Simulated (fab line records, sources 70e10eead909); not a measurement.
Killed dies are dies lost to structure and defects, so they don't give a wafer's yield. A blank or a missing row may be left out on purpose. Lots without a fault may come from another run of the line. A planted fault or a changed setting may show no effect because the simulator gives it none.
A struck lot beside a sound one | flow nand_harc | 15 steps out of a route of 1159
Sound: wafers L179.2, L179.3, L179.6. Struck: wafers L189.1, L189.3, L189.6. The cause comes at the end.
At each step with rows: each side's tool, then ch and its chambers, then its first start. Under that, the readings that differ: sound wafers | struck wafers | difference of the means | sigmas: that difference in standard deviations of wafers without a fault.
alike: readings whose means differ by less than 2 such deviations, and words and numbers that are the same on both sides. not compared: withheld readings, readings that some wafer has no value for, bounds like >300 that may hide the same value, and numbers for which the record gives no deviation and whose values overlap.
The two part at a step that has a row with sigmas, a row that says differs or no value, or rows on one side only. Numbers that don't overlap but have no deviation are shown without sigmas and don't part them. A reading that every wafer of one side lacks parts them only if that side has two wafers or more.

first, 8 steps without rows for these wafers: NHARC_THIN_TSV_DEHYDRATE_04 (time 120 s); NHARC_THIN_TSV_HMDS_05 (time 30 s); NHARC_THIN_TSV_COAT_06; NHARC_THIN_TSV_SOFTBAKE_07 (time 95 s); NHARC_THIN_TSV_EBR_08; NHARC_THIN_TSV_EXPOSE_09 (exposes mask TSV); NHARC_THIN_TSV_PEB_10 (peb time 85 s); NHARC_THIN_TSV_DEVELOP_11 (time 70 s).
NHARC_THIN_TSV_CD_MEAS_12: target cd 1000 nm.
  sound on cd_sem-02 ch 0, day 19 07:14; struck on cd_sem-01 ch 0, day 22 08:29
  alike: cd_nm
then, 1 step without rows for these wafers: NHARC_THIN_TSV_HARDBAKE_13 (time 80 s).
NHARC_THIN_TSV_DESCUM_14: chemistry O2, time 3 s.
  sound on rie_diel-02 ch 0,2,3, day 19 07:24; struck on rie_diel-07 ch 0,1, day 22 08:39
  alike: drypump_motor_current_A, oes_product_au, rf_vpp_V, showerhead_plenum_p_Torr, throttle_valve_pct
  not compared: rf_hours_counter_h
NHARC_THIN_TSV_ETCH_44: etches the open film in CF4/O2, target depth 1594.2 nm, time 797.1 s.
  sound on rie_diel-02 ch 1,3, day 19 07:32; struck on rie_diel-07 ch 1,2,3, day 22 08:44
  alike: bias_w, cf4_flow_sccm, drypump_motor_current_A, oes_product_au, rf_vpp_V, showerhead_plenum_p_Torr, throttle_valve_pct
  not compared: rf_hours_counter_h
NHARC_THIN_TSV_ETCH_15: target depth 3000 nm, bosch target overetch cycles 2, bosch etch step 2.8 s.
  sound on rie_si-01 ch 0,1,2, day 19 08:04; struck on rie_si-01 ch 2,3, day 22 09:19
  no value came back on the struck wafers for bosch_cycles, bosch_dep_step_s (s), drypump_motor_current_A (A); on the sound wafers bosch_cycles reads 14 14 14
  not compared: rf_hours_counter_h
NHARC_THIN_TSV_CD_MEAS_16:
  sound on cd_sem-02, day 19 08:12; struck on cd_sem-02, day 22 09:27
  alike: cd_nm
NHARC_END_SORT_01:
  sound on prober-01 ch 0, day 20 10:43; struck on prober-02 ch 0, day 22 22:16
  reading                  | sound          | struck         | difference | sigmas
  defect_limited_yield (%) | 96.0 94.8 96.2 | 0 0 0          | -96        | -68
  killed_at_other          | 1 0 1          | 647 646 652    | +648       | +99 or more
  killed_dies              | 27 35 26       | 677 677 677    | +648       | +67
  sort_bin_2_pct (%)       | 1.0 1.3 1.3    | 96.6 96.5 96.3 | +95.3      | +99 or more
  sort_n_pass              | 650 642 651    | 0 0 0          | -648       | -67
  sort_rim_yield_pct (%)   | 97.2 92.5 96.2 | 0 0 0          | -95        | -32
  sort_yield_pct (%)       | 96.0 94.8 96.2 | 0 0 0          | -96        | -68
  alike: killed_at_array, killed_at_periphery, killed_open, killed_short, sort_bin_3_pct, sort_bin_4_pct

WHERE THEY PART
First at NHARC_THIN_TSV_ETCH_15; last, within this record, at NHARC_END_SORT_01.

WHY: what the simulator had put in
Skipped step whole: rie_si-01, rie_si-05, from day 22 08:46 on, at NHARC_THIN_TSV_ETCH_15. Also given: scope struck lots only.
